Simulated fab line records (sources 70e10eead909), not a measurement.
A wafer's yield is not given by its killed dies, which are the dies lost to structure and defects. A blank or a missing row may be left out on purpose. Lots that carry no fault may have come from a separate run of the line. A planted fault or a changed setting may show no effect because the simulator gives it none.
Comparing a struck lot with a sound one || flow nandHarc || 25 steps out of a route of 1302
Sound: wafers L572.2, L572.5, L572.6. Wafers struck: L576.1, L576.2, L576.5. Last of all comes the cause.
For every step that has rows: the tool of each side, followed by ch and its chambers, followed by its first start. Under that, the readings that differ: sound wafers || struck wafers || difference of the means || sigmas: that difference in standard deviations of wafers without a fault.
alike: words and numbers the same on both sides, and readings whose means are apart by under 2 such deviations; not compared: readings that were withheld, readings missing a value for some wafer, numbers with overlapping values and no deviation given by the record, and bounds like >300 which may hide the same value.
Wherever a step has rows on one side only, a row that says differs or no value, or a row with sigmas, the two part there. Non-overlapping numbers with no deviation appear without sigmas and do not part them. A reading that every wafer of one side lacks parts them only if that side has two wafers or more.

NHARC_A_CHANNEL_HOLE_D2_OVL_MEAS_11:
  sound on overlay-02 at day 17 10:20; struck on overlay-01 at day 19 07:07
  alike: overlayXNm, overlayYNm
NHARC_A_CHANNEL_HOLE_D2_INSPECT_12:
  sound on defectInspect-02 at day 17 10:22; struck on defectInspect-01 at day 19 07:08
{"reading": "rawDefectCount", "sound": "8 13 13", "struck": "57 60 81", "difference": "+55", "sigmas": "+2"}
then, 4 steps without rows for these wafers: NHARC_A_CHANNEL_HOLE_D2_DESCUM_15 (chemistry O2, time 3 s); NHARC_A_CHANNEL_HOLE_D2_ETCH_38 (etches the open film in CF4, target depth 39 nm, time 65 s); NHARC_A_CHANNEL_HOLE_D2_ETCH_39 (etches the open film in N2/H2, target depth 260 nm, time 325 s); NHARC_A_CHANNEL_HOLE_D2_ETCH_34 (etches the open film in CF4/CHF3, target depth 154 nm, time 77 s).
NHARC_A_CHANNEL_HOLE_D2_ETCH_16: etches the open film in O2/COS, target depth 3100 nm, time 806 s.
  sound on rieDiel-05 ch 1,2,3; struck on rieDiel-05 ch 0,2,3
  alike: biasW, chamberPressureMTorr, drypumpMotorCurrentA, oesProductAu, rfVppV, showerheadPlenumPTorr, throttleValvePct
  not compared: rfHoursCounterH
NHARC_A_CHANNEL_HOLE_D2_CD_MEAS_18:
  sound on cdSem-02 at day 17 11:33; struck on cdSem-01 at day 19 08:46
  alike: cdNm
NHARC_A_CHANNEL_HOLE_D2_ETCH_19: etches the open film in C4F8/O2/Ar, time 34.5 s.
  sound on harEtch-02 ch 0,1, day 17 14:11; struck on harEtch-02 ch 0,1, day 19 11:34
  alike: biasV, c4f8FlowSccm, drypumpMotorCurrentA, showerheadPlenumPTorr, throttleValvePct
  not compared: rfHoursCounterH
then, 2 steps without rows for these wafers: NHARC_A_CHANNEL_HOLE_D2_ETCH_20 (etches the open film in C4F8/O2/Ar, time 361.9 s, target depth 1600 nm); NHARC_A_CHANNEL_HOLE_D2_ETCH_21 (etches the open film in C4F8/O2/Ar, time 514.3 s, target depth 1600 nm).
NHARC_A_CHANNEL_HOLE_D2_ETCH_22: etches the open film in C4F8/O2/Ar, time 666.7 s, target depth 1600 nm.
  sound on harEtch-02 ch 0,1, day 17 15:03; struck on harEtch-02 ch 0,1, day 19 12:25
  alike: c4f8FlowSccm, chamberPressureMTorr, drypumpMotorCurrentA, showerheadPlenumPTorr, throttleValvePct
  not compared: rfHoursCounterH
NHARC_A_CHANNEL_HOLE_D2_ETCH_23: etches the open film in C4F8/O2/Ar, time 819 s, target depth 1600 nm.
  sound on harEtch-02 ch 0,1, day 17 15:36; struck on harEtch-02 ch 0,1, day 19 13:00
  no value came back on the struck wafers for any of 5 readings (c4f8FlowSccm (sccm), chamberPressureMTorr (mTorr) and others); on the sound wafers c4f8FlowSccm (sccm) reads 89.15 89.52 89.36
  not compared: rfHoursCounterH
then, 3 steps without rows for these wafers: NHARC_A_CHANNEL_HOLE_D2_ETCH_24 (etches the open film in C4F8/O2/Ar, time 906.2 s, target depth 1500 nm); NHARC_A_CHANNEL_HOLE_D2_ETCH_25 (etches the open film in C4F8/O2/Ar, time 1040.2 s, target depth 1500 nm); NHARC_A_CHANNEL_HOLE_D2_ETCH_26 (etches the open film in C4F8/O2/Ar, time 224.1 s, target depth 300 nm).
NHARC_A_CHANNEL_HOLE_D2_ETCH_27: etches the open film in C4F8/O2/Ar, time 90 s, target depth 400 nm.
  sound on harEtch-02 ch 0,1, day 17 18:08; struck on harEtch-02 ch 0,1, day 19 15:31
  alike: biasV, c4f8FlowSccm, drypumpMotorCurrentA, showerheadPlenumPTorr, throttleValvePct
  not compared: rfHoursCounterH
then, 3 steps without rows for these wafers: NHARC_A_CHANNEL_HOLE_D2_STRIP_41 (strips in N2/H2); NHARC_A_CHANNEL_HOLE_D2_STRIP_42 (strips in CF4/CHF3); NHARC_A_CHANNEL_HOLE_D2_STRIP_43 (strips in O2/COS).
NHARC_A_CHANNEL_HOLE_D2_ETCH_44: etches the open film in CF4/O2, target depth 140 nm, overetch 14 nm, time 77 s.
  sound on rieDiel-05 ch 2,3, day 17 18:53; struck on rieDiel-05 ch 0,2,3, day 19 16:16
  alike: biasW, cf4FlowSccm, drypumpMotorCurrentA, oesProductAu, rfVppV, showerheadPlenumPTorr, throttleValvePct
  not compared: rfHoursCounterH, model.A_CHANNEL_HOLE_D2.cdNm
NHARC_A_CHANNEL_HOLE_D2_STRIP_28: strips in O2.
  sound on rieDiel-05 ch 0,2,3; struck on rieDiel-05 ch 1,2
  alike: drypumpMotorCurrentA, oesProductAu, rfVppV, showerheadPlenumPTorr, throttleValvePct
  not compared: rfHoursCounterH
then, 2 steps without rows for these wafers: NHARC_A_CHANNEL_HOLE_D2_PRECLEAN_29 (cleans in SC1); NHARC_A_CHANNEL_HOLE_D2_SRD_30.
NHARC_A_CHANNEL_HOLE_D2_CD_MEAS_31:
  sound on cdSem-01 at day 17 19:41; struck on cdSem-02 at day 19 17:15
{"reading": "cdNm (nm)", "sound": "88.3 89.6 91.3", "struck": "0.4 2.8 0.5", "difference": -88.5, "sigmas": -59}
  not compared: hold

== WHERE THEY PART ==
At NHARC_A_CHANNEL_HOLE_D2_INSPECT_12 first; at NHARC_A_CHANNEL_HOLE_D2_CD_MEAS_31 last (within this record only).

WHY: the cause the simulator had injected
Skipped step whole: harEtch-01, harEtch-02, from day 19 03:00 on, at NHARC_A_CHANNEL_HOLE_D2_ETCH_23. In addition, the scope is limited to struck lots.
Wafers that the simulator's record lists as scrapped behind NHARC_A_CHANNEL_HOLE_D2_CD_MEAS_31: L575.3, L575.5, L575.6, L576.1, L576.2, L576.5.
